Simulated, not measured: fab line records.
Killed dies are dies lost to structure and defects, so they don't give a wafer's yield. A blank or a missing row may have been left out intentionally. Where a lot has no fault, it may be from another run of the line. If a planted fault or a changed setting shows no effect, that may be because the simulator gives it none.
2 desks, one fault	flow nandHarc	numbers are kept per desk, each desk with only its own; the story behind them comes last

## METROLOGY DESK
What the gauges read for every lot (on any tool): the sampled wafers with a number, averaged. A lot is out of limits, marked OUT, if its mean lies more than 4 standard deviations from the usual mean; the brackets give that distance.
Columns: A = thkNm at NHARC_A_ONON_D2_THK_MEAS_05, usual 1001 nm
lot	first seen here	A
L348	day 12 23:13	999
L349	day 13 12:22	1012
L356	day 16 11:06	641 (-44) OUT
L359	day 17 07:52	644 (-44) OUT
L361	day 18 09:17	994
L363	day 19 00:38	1008
L364	day 19 19:16	995
L365	day 20 01:07	991
L366	day 20 23:34	1010
L367	day 20 23:34	1010
L368	day 21 06:41	1012
L370	day 21 18:30	1001
This desk finds L356, L359 out of limits, L356 being first, at day 16 11:06 (thkNm at NHARC_A_ONON_D2_THK_MEAS_05). In limits: L348, L349, L361, L363, L364, L365, L366, L367, L368, L370.

## AT THE TOOL OWNER'S DESK: pecvdOnon-03
The tool's own readings at NHARC_A_ONON_D2_DEP_03 (target thk 1000 nm): means of the sampled wafers that have a number, for each lot that ran on this tool. A lot is out of limits, marked OUT, if its mean lies more than 4 standard deviations from the usual mean; the brackets give that distance.
Columns: A = nh3FlowSccm at NHARC_A_ONON_D2_DEP_03, usual 499.9 sccm; B = sih4FlowSccm at NHARC_A_ONON_D2_DEP_03, usual 210.0 sccm
lot	first seen here	A	B
L348	day 12 22:45	500.5	210.1
L349	day 13 11:51	500.0	210.4
L356	day 16 10:42	501.0	210.2
L359	day 17 07:21	500.2	210.5
L366	day 20 23:10	498.7	210.1
L370	day 21 17:59	501.5	209.6
This desk's finding: nothing out of limits on any of the 6 lots.

## PUT TOGETHER
An alarm was possible from the metrology desk at day 16 11:06, on L356, L359.
The desk of the tool owner found nothing out of limits.
The tool owner's desk has L356, L359 on record, within its limits.
The lots listed all ran NHARC_A_ONON_D2_DEP_03 on pecvdOnon-03.

## WHAT WAS PUT IN BY THE SIMULATOR
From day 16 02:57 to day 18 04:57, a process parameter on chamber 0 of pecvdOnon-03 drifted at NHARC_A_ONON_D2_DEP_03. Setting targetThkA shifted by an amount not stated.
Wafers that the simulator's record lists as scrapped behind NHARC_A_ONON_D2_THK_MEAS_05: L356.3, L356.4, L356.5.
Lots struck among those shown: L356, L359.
Hours from the fault's start to each desk's first reading out of limits: the metrology desk, 8.
